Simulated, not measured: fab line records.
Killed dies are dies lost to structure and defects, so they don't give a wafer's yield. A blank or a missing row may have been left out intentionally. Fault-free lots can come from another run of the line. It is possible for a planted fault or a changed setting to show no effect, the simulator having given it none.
Code-filled problem report in 8D (eight disciplines) form || flow n5Finfet || the parts of the form that need people (team, actions taken, sign-off) are left out

== 1. THE ISSUE ==
At N5_BEOL_M0_SAQP_MANDREL_ETCH_20, biasW averages 93.69 W over 6 wafers from 2 lots, while fault-free wafers read 75.03 W, standard deviation 0.22. Measured from the usual mean, that is +85 standard deviations.
The step: etches a-Si in HBr/Cl2, stops on SiNx, target depth 60 nm, bt time 10 s, time 30 s.
Seen first at day 9 10:16 on rieSi-06, wafer L349.1. At this step, 12 wafers from 4 lots have a number in the record. The rule behind "out" and "out of limits": a value lying over 4 standard deviations away from the usual mean. The other wafers with a number count as sound.

== 2. WHAT THIS IS AND IS NOT ==
{"question": "which readings at this step", "is": "biasW", "is not": "drypumpMotorCurrentA, oesProductAu, throttleValvePct"}
{"question": "which lots", "is": "L349, L353", "is not": "L343, L354"}
{"question": "which wafers of those lots", "is": "all that have a number", "is not": "-"}
{"question": "read on which tools", "is": "rieSi-06", "is not": "rieSi-02"}
{"question": "when", "is": "from day 9 10:16", "is not": "up to then (3 sound wafers); but 3 sound wafers of L354 came after"}

== 3. SUSPECTS, AND WHAT RULES EACH OUT ==
Counting: a tool at any process step up to the reading remains a suspect when it ran all the lots that are out and ran no sound lot after the first of those.
- rieSi-06 at N5_BEOL_M0_SAQP_MANDREL_ETCH_20 (etches a-Si in HBr/Cl2, stops on SiNx, target depth 60 nm, bt time 10 s, time 30 s): kept. It ran every lot that is out, first L349 (day 9 10:16), and no sound lot after that; its last sound lot up to then is L343 (day 8 07:13). Its own readings are out on those wafers: biasW.
Remaining after the count: rieSi-06 at N5_BEOL_M0_SAQP_MANDREL_ETCH_20.

== 4. THE CAUSE (what the simulator had put in) ==
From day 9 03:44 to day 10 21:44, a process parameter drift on rieSi-06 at N5_BEOL_M0_SAQP_MANDREL_ETCH_20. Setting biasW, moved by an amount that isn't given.
Only this tool survived the counting.

== 5. THE CHAIN OF EFFECTS, in route order ==
Each row: a reading where the mean over the struck wafers with a number is more than 3 standard deviations away from the usual. Only readings for which the record gives a usual standard deviation are gone through. hours: the time from each lot's start at the first step in this table that gives one to its start at this step, as a median over the lots. sigmas: the change in usual standard deviations.
{"hours": 0, "step": "N5_BEOL_M0_SAQP_MANDREL_ETCH_20", "reading": "biasW", "usual": "75.03 W", "on struck wafers": 93.69, "change": "+18.66", "sigmas": "+85"}
Process steps it contains:
- N5_BEOL_M0_SAQP_MANDREL_ETCH_20: etches a-Si in HBr/Cl2, stops on SiNx, target depth 60 nm, bt time 10 s, time 30 s.
Later steps that measure or inspect, where all struck wafers having a row at the step show a number for every such reading and not one has moved that far: N5_BEOL_M4_RC_MEAS_101.

== 6. HOW IT WOULD HAVE BEEN CAUGHT EARLIER ==
First out-of-limits reading in this record: day 9 10:16, which is 7 hours after fault onset at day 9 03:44.
